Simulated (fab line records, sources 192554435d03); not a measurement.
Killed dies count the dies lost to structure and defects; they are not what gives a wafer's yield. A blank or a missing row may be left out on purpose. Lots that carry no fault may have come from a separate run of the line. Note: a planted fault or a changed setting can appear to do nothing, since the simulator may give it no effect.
Split-lot experiment :: flow n5 finfet :: 21 wafers read from 7 lots, route of 1938 steps

## SPLIT DETAILS
At N5_BEOL_M11_ETCH_41 (etches SiCN in CH3F/O2, target depth 42.6 nm, time 86 s), the setting time s was moved away from the recipe's 86 s on 5 of the 21 wafers read, by -21.2% to +11.7%. All remaining wafers had this setting at the recipe value.

Reading taken at the split's own step.

## THE READING
etch.depth nm (the simulator's own value, which no gauge read), in nm, at N5_BEOL_M11_ETCH_41 (etches SiCN in CH3F/O2, target depth 42.6 nm, time 86 s). There is no usual value for it anywhere in the file. Average 32.11 nm, standard deviation 0.39 nm, over the 16 wafers here run with the recipe.

wafer: L076.3
tool, chamber at the split: rie diel-02, 2
time s as run, s: 86
against the recipe: recipe
etch.depth nm, nm: 31.8
against lot-mates on the recipe: -

wafer: L076.4
tool, chamber at the split: rie diel-02, 0
time s as run, s: 96.07
against the recipe: +11.7%
etch.depth nm, nm: 37.11
against lot-mates on the recipe: +5.00

wafer: L076.6
tool, chamber at the split: rie diel-02, 1
time s as run, s: 86
against the recipe: recipe
etch.depth nm, nm: 32.42
against lot-mates on the recipe: -

wafer: L081.1
tool, chamber at the split: rie diel-06, 3
time s as run, s: 86
against the recipe: recipe
etch.depth nm, nm: 31.7
against lot-mates on the recipe: -

wafer: L081.2
tool, chamber at the split: rie diel-06, 1
time s as run, s: 86
against the recipe: recipe
etch.depth nm, nm: 32.21
against lot-mates on the recipe: -

wafer: L081.4
tool, chamber at the split: rie diel-06, 2
time s as run, s: 86
against the recipe: recipe
etch.depth nm, nm: 31.8
against lot-mates on the recipe: -

wafer: L080.1
tool, chamber at the split: rie diel-02, 1
time s as run, s: 67.8
against the recipe: -21.2%
etch.depth nm, nm: 25.83
against lot-mates on the recipe: -6.19

wafer: L080.3
tool, chamber at the split: rie diel-02, 2
time s as run, s: 86
against the recipe: recipe
etch.depth nm, nm: 32.02
against lot-mates on the recipe: -

wafer: L080.5
tool, chamber at the split: rie diel-02, 2
time s as run, s: 67.8
against the recipe: -21.2%
etch.depth nm, nm: 25.16
against lot-mates on the recipe: -6.86

wafer: L084.2
tool, chamber at the split: rie diel-04, 0
time s as run, s: 86
against the recipe: recipe
etch.depth nm, nm: 32.21
against lot-mates on the recipe: -

wafer: L084.3
tool, chamber at the split: rie diel-04, 1
time s as run, s: 73.6
against the recipe: -14.4%
etch.depth nm, nm: 27.72
against lot-mates on the recipe: -4.58

wafer: L084.4
tool, chamber at the split: rie diel-04, 2
time s as run, s: 86
against the recipe: recipe
etch.depth nm, nm: 32.38
against lot-mates on the recipe: -

wafer: L085.1
tool, chamber at the split: rie diel-02, 2
time s as run, s: 86
against the recipe: recipe
etch.depth nm, nm: 31.52
against lot-mates on the recipe: -

wafer: L085.2
tool, chamber at the split: rie diel-02, 1
time s as run, s: 86
against the recipe: recipe
etch.depth nm, nm: 32.73
against lot-mates on the recipe: -

wafer: L085.4
tool, chamber at the split: rie diel-02, 0
time s as run, s: 86
against the recipe: recipe
etch.depth nm, nm: 32.37
against lot-mates on the recipe: -

wafer: L093.2
tool, chamber at the split: rie diel-06, 3
time s as run, s: 91.29
against the recipe: +6.2%
etch.depth nm, nm: 33.6
against lot-mates on the recipe: +2.01

wafer: L093.3
tool, chamber at the split: rie diel-06, 0
time s as run, s: 86
against the recipe: recipe
etch.depth nm, nm: 31.62
against lot-mates on the recipe: -

wafer: L093.5
tool, chamber at the split: rie diel-06, 0
time s as run, s: 86
against the recipe: recipe
etch.depth nm, nm: 31.57
against lot-mates on the recipe: -

wafer: L095.1
tool, chamber at the split: rie diel-06, 1
time s as run, s: 86
against the recipe: recipe
etch.depth nm, nm: 32.57
against lot-mates on the recipe: -

wafer: L095.2
tool, chamber at the split: rie diel-06, 3
time s as run, s: 86
against the recipe: recipe
etch.depth nm, nm: 32.19
against lot-mates on the recipe: -

wafer: L095.5
tool, chamber at the split: rie diel-06, 1
time s as run, s: 86
against the recipe: recipe
etch.depth nm, nm: 32.7
against lot-mates on the recipe: -

THE FIT
A straight line over all 21 wafers: etch.depth nm changes by +0.324 nm for each +1% of time s; r = +0.98; the points scatter about the line by 0.49 nm.
The same after taking each lot's own level away (the mean of its wafers on the recipe; 21 wafers): +0.326 nm for each +1%; r = +0.99; scatter 0.4 nm.
Per that fit: largest time s move, reading shift of 6.9 nm.
The span of the lots' own levels, 31.595 to 32.487 nm, comes to 2.3 times the standard deviation stated above.
Hence the lot-to-lot level has little effect on the slope; both slopes agree.
Check: -7.14 nm against its lot-mates is what the line predicts for one of the wafers moved furthest among these (-21.2%) when that wafer is left out of the fit. Against them it came out at -6.19 nm.

## OTHER SPLITS ON THESE WAFERS
Before the reading, these wafers also passed through other splits. Each is held against what the fit with the lots' levels taken away leaves over:
other split on the same wafers: N5_BEOL_M9_ETCH_62 time s
wafers away from the commonest value: 12
r with etch.depth nm (lot level and that fit taken away): -0.03

other split on the same wafers: N5_BEOL_M9_COAT_64 spin rpm
wafers away from the commonest value: 7
r with etch.depth nm (lot level and that fit taken away): -0.10

other split on the same wafers: N5_BEOL_M10_EXPOSE_08 dose mj
wafers away from the commonest value: 9
r with etch.depth nm (lot level and that fit taken away): +0.01

other split on the same wafers: N5_BEOL_M11_ILD_DEP_00 time s
wafers away from the commonest value: 9
r with etch.depth nm (lot level and that fit taken away): +0.15

other split on the same wafers: N5_BEOL_M11_VIA_ETCH_34 time s
wafers away from the commonest value: 5
r with etch.depth nm (lot level and that fit taken away): +0.14

## THE FILE'S OWN FIT
etch.depth nm changes by +0.331 nm for each +1% of time s, r = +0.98.
